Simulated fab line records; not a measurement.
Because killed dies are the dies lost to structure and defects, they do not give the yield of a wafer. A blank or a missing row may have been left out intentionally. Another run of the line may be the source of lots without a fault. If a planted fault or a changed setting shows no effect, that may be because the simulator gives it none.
Lot-split experiment :: flow n5 finfet :: route with 1938 steps; 7 lots, 39 wafers read

## THE SPLIT
At N5_FIN_SAQP_SPACER1_ALD_24 (deposits SiO2, target thk 20.3 nm, pulse time 1 s, purge time 2 s), the setting temp c was moved away from the recipe's 300 C on 9 of the 39 wafers read, by -3.9% to +3.6%. All remaining wafers had this setting at the recipe value.

The reading comes from the split's own step.

## THE READING
SiO2_of_FIN_SAQP_SPACER1_ALD_24.thk nm (the simulator's own value, which no gauge read), in nm, at N5_FIN_SAQP_SPACER1_ALD_24 (deposits SiO2, target thk 20.3 nm, pulse time 1 s, purge time 2 s). The file gives no usual value for it. The 30 wafers here that ran the recipe average 20.3 nm, standard deviation 0.096 nm.

wafer: L074.1
tool, chamber at the split: ald sin-02, 3,0,1,2,1,2
temp c as run, C: 300
against the recipe: recipe
SiO2_of_FIN_SAQP_SPACER1_ALD_24.thk nm, nm: 20.4
against lot-mates on the recipe: -

wafer: L074.2
tool, chamber at the split: ald sin-02, 3,0,1,2,1,2
temp c as run, C: 300
against the recipe: recipe
SiO2_of_FIN_SAQP_SPACER1_ALD_24.thk nm, nm: 20.4
against lot-mates on the recipe: -

wafer: L074.3
tool, chamber at the split: ald sin-02, 3,0,1,2,1,2
temp c as run, C: 300
against the recipe: recipe
SiO2_of_FIN_SAQP_SPACER1_ALD_24.thk nm, nm: 20.4
against lot-mates on the recipe: -

wafer: L074.4
tool, chamber at the split: ald sin-02, 3,0,1,2,1,2
temp c as run, C: 300
against the recipe: recipe
SiO2_of_FIN_SAQP_SPACER1_ALD_24.thk nm, nm: 20.4
against lot-mates on the recipe: -

wafer: L074.5
tool, chamber at the split: ald sin-02, 3,0,1,2,1,2
temp c as run, C: 300
against the recipe: recipe
SiO2_of_FIN_SAQP_SPACER1_ALD_24.thk nm, nm: 20.4
against lot-mates on the recipe: -

wafer: L074.6
tool, chamber at the split: ald sin-02, 3,0,1,2,1,2
temp c as run, C: 300
against the recipe: recipe
SiO2_of_FIN_SAQP_SPACER1_ALD_24.thk nm, nm: 20.4
against lot-mates on the recipe: -

wafer: L079.1
tool, chamber at the split: ald sin-02, 2,1,2
temp c as run, C: 288.2
against the recipe: -3.9%
SiO2_of_FIN_SAQP_SPACER1_ALD_24.thk nm, nm: 21.2
against lot-mates on the recipe: +0.9

wafer: L079.2
tool, chamber at the split: ald sin-02, 2,1,2
temp c as run, C: 288.2
against the recipe: -3.9%
SiO2_of_FIN_SAQP_SPACER1_ALD_24.thk nm, nm: 21.2
against lot-mates on the recipe: +0.9

wafer: L079.5
tool, chamber at the split: ald sin-02, 2,1,2
temp c as run, C: 288.2
against the recipe: -3.9%
SiO2_of_FIN_SAQP_SPACER1_ALD_24.thk nm, nm: 21.2
against lot-mates on the recipe: +0.9

wafer: L079.3
tool, chamber at the split: ald sin-02, 0,3
temp c as run, C: 300
against the recipe: recipe
SiO2_of_FIN_SAQP_SPACER1_ALD_24.thk nm, nm: 20.4
against lot-mates on the recipe: -

wafer: L079.4
tool, chamber at the split: ald sin-02, 0,3
temp c as run, C: 300
against the recipe: recipe
SiO2_of_FIN_SAQP_SPACER1_ALD_24.thk nm, nm: 20.4
against lot-mates on the recipe: -

wafer: L079.6
tool, chamber at the split: ald sin-02, 3
temp c as run, C: 300
against the recipe: recipe
SiO2_of_FIN_SAQP_SPACER1_ALD_24.thk nm, nm: 20.2
against lot-mates on the recipe: -

wafer: L083.1
tool, chamber at the split: ald sin-01, 3,0
temp c as run, C: 295.8
against the recipe: -1.4%
SiO2_of_FIN_SAQP_SPACER1_ALD_24.thk nm, nm: 20.8
against lot-mates on the recipe: +0.5

wafer: L083.5
tool, chamber at the split: ald sin-01, 3,0
temp c as run, C: 295.8
against the recipe: -1.4%
SiO2_of_FIN_SAQP_SPACER1_ALD_24.thk nm, nm: 20.8
against lot-mates on the recipe: +0.5

wafer: L083.2
tool, chamber at the split: ald sin-01, 1
temp c as run, C: 295.8
against the recipe: -1.4%
SiO2_of_FIN_SAQP_SPACER1_ALD_24.thk nm, nm: 20.6
against lot-mates on the recipe: +0.3

wafer: L083.3
tool, chamber at the split: ald sin-01, 0,3
temp c as run, C: 300
against the recipe: recipe
SiO2_of_FIN_SAQP_SPACER1_ALD_24.thk nm, nm: 20.4
against lot-mates on the recipe: -

wafer: L083.6
tool, chamber at the split: ald sin-01, 0,3
temp c as run, C: 300
against the recipe: recipe
SiO2_of_FIN_SAQP_SPACER1_ALD_24.thk nm, nm: 20.4
against lot-mates on the recipe: -

wafer: L083.4
tool, chamber at the split: ald sin-01, 2
temp c as run, C: 300
against the recipe: recipe
SiO2_of_FIN_SAQP_SPACER1_ALD_24.thk nm, nm: 20.2
against lot-mates on the recipe: -

wafer: L086.1
tool, chamber at the split: ald sin-01, 0,1,1
temp c as run, C: 310.9
against the recipe: +3.6%
SiO2_of_FIN_SAQP_SPACER1_ALD_24.thk nm, nm: 20
against lot-mates on the recipe: -0.3

wafer: L086.2
tool, chamber at the split: ald sin-01, 0,1,1
temp c as run, C: 310.9
against the recipe: +3.6%
SiO2_of_FIN_SAQP_SPACER1_ALD_24.thk nm, nm: 20
against lot-mates on the recipe: -0.3

wafer: L086.5
tool, chamber at the split: ald sin-01, 0,1,1
temp c as run, C: 310.9
against the recipe: +3.6%
SiO2_of_FIN_SAQP_SPACER1_ALD_24.thk nm, nm: 20
against lot-mates on the recipe: -0.3

wafer: L086.3
tool, chamber at the split: ald sin-01, 2
temp c as run, C: 300
against the recipe: recipe
SiO2_of_FIN_SAQP_SPACER1_ALD_24.thk nm, nm: 20.2
against lot-mates on the recipe: -

wafer: L086.4
tool, chamber at the split: ald sin-01, 3,0
temp c as run, C: 300
against the recipe: recipe
SiO2_of_FIN_SAQP_SPACER1_ALD_24.thk nm, nm: 20.4
against lot-mates on the recipe: -

wafer: L086.6
tool, chamber at the split: ald sin-01, 3,0
temp c as run, C: 300
against the recipe: recipe
SiO2_of_FIN_SAQP_SPACER1_ALD_24.thk nm, nm: 20.4
against lot-mates on the recipe: -

wafer: L092.1
tool, chamber at the split: ald sin-02, 2,3,0,2
temp c as run, C: 300
against the recipe: recipe
SiO2_of_FIN_SAQP_SPACER1_ALD_24.thk nm, nm: 20.2
against lot-mates on the recipe: -

wafer: L092.2
tool, chamber at the split: ald sin-02, 2,3,0,2
temp c as run, C: 300
against the recipe: recipe
SiO2_of_FIN_SAQP_SPACER1_ALD_24.thk nm, nm: 20.2
against lot-mates on the recipe: -

wafer: L092.3
tool, chamber at the split: ald sin-02, 2,3,0,2
temp c as run, C: 300
against the recipe: recipe
SiO2_of_FIN_SAQP_SPACER1_ALD_24.thk nm, nm: 20.2
against lot-mates on the recipe: -

wafer: L092.6
tool, chamber at the split: ald sin-02, 2,3,0,2
temp c as run, C: 300
against the recipe: recipe
SiO2_of_FIN_SAQP_SPACER1_ALD_24.thk nm, nm: 20.2
against lot-mates on the recipe: -

wafer: L092.4
tool, chamber at the split: ald sin-02, 1
temp c as run, C: 300
against the recipe: recipe
SiO2_of_FIN_SAQP_SPACER1_ALD_24.thk nm, nm: 20.4
against lot-mates on the recipe: -

wafer: L092.5
tool, chamber at the split: ald sin-02, 1
temp c as run, C: 300
against the recipe: recipe
SiO2_of_FIN_SAQP_SPACER1_ALD_24.thk nm, nm: 20.4
against lot-mates on the recipe: -

wafer: L096.1
tool, chamber at the split: ald sin-03, 0,2,2
temp c as run, C: 300
against the recipe: recipe
SiO2_of_FIN_SAQP_SPACER1_ALD_24.thk nm, nm: 20.4
against lot-mates on the recipe: -

wafer: L096.3
tool, chamber at the split: ald sin-03, 0,2,2
temp c as run, C: 300
against the recipe: recipe
SiO2_of_FIN_SAQP_SPACER1_ALD_24.thk nm, nm: 20.4
against lot-mates on the recipe: -

wafer: L096.5
tool, chamber at the split: ald sin-03, 0,2,2
temp c as run, C: 300
against the recipe: recipe
SiO2_of_FIN_SAQP_SPACER1_ALD_24.thk nm, nm: 20.4
against lot-mates on the recipe: -

wafer: L096.2
tool, chamber at the split: ald sin-03, 3,1,3
temp c as run, C: 300
against the recipe: recipe
SiO2_of_FIN_SAQP_SPACER1_ALD_24.thk nm, nm: 20.2
against lot-mates on the recipe: -

wafer: L096.4
tool, chamber at the split: ald sin-03, 3,1,3
temp c as run, C: 300
against the recipe: recipe
SiO2_of_FIN_SAQP_SPACER1_ALD_24.thk nm, nm: 20.2
against lot-mates on the recipe: -

wafer: L096.6
tool, chamber at the split: ald sin-03, 3,1,3
temp c as run, C: 300
against the recipe: recipe
SiO2_of_FIN_SAQP_SPACER1_ALD_24.thk nm, nm: 20.2
against lot-mates on the recipe: -

wafer: L097.1
tool, chamber at the split: ald sin-01, 1,2
temp c as run, C: 300
against the recipe: recipe
SiO2_of_FIN_SAQP_SPACER1_ALD_24.thk nm, nm: 20.4
against lot-mates on the recipe: -

wafer: L097.4
tool, chamber at the split: ald sin-01, 1,2
temp c as run, C: 300
against the recipe: recipe
SiO2_of_FIN_SAQP_SPACER1_ALD_24.thk nm, nm: 20.4
against lot-mates on the recipe: -

wafer: L097.5
tool, chamber at the split: ald sin-01, 3
temp c as run, C: 300
against the recipe: recipe
SiO2_of_FIN_SAQP_SPACER1_ALD_24.thk nm, nm: 20.2
against lot-mates on the recipe: -
Rows listing several chambers each stand for several wafers; the file does not say which wafer went through which chamber.

THE FIT
A straight line over all 39 wafers: SiO2_of_FIN_SAQP_SPACER1_ALD_24.thk nm changes by -0.167 nm for each +1% of temp c; r = -0.89; the points scatter about the line by 0.13 nm.
The same after taking each lot's own level away (the mean of its wafers on the recipe; 39 wafers): -0.166 nm for each +1%; r = -0.90; scatter 0.13 nm.
The reading moves by 0.65 nm for the largest change in temp c, on that fit.
Across the lots, their own levels run from 20.27 to 20.40 nm, a range of 1.4 times the standard deviation given above.
The two slopes agree, so the slope changes little with the lot-to-lot level.
Check: for one of the wafers moved furthest among these (-3.9%), held out of the fit, the line's prediction against its lot-mates is +0.668 nm. Against them it came out at +0.867 nm.

## FILE'S OWN FIT
SiO2_of_FIN_SAQP_SPACER1_ALD_24.thk nm changes by -0.169 nm for each +1% of temp c, r = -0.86.
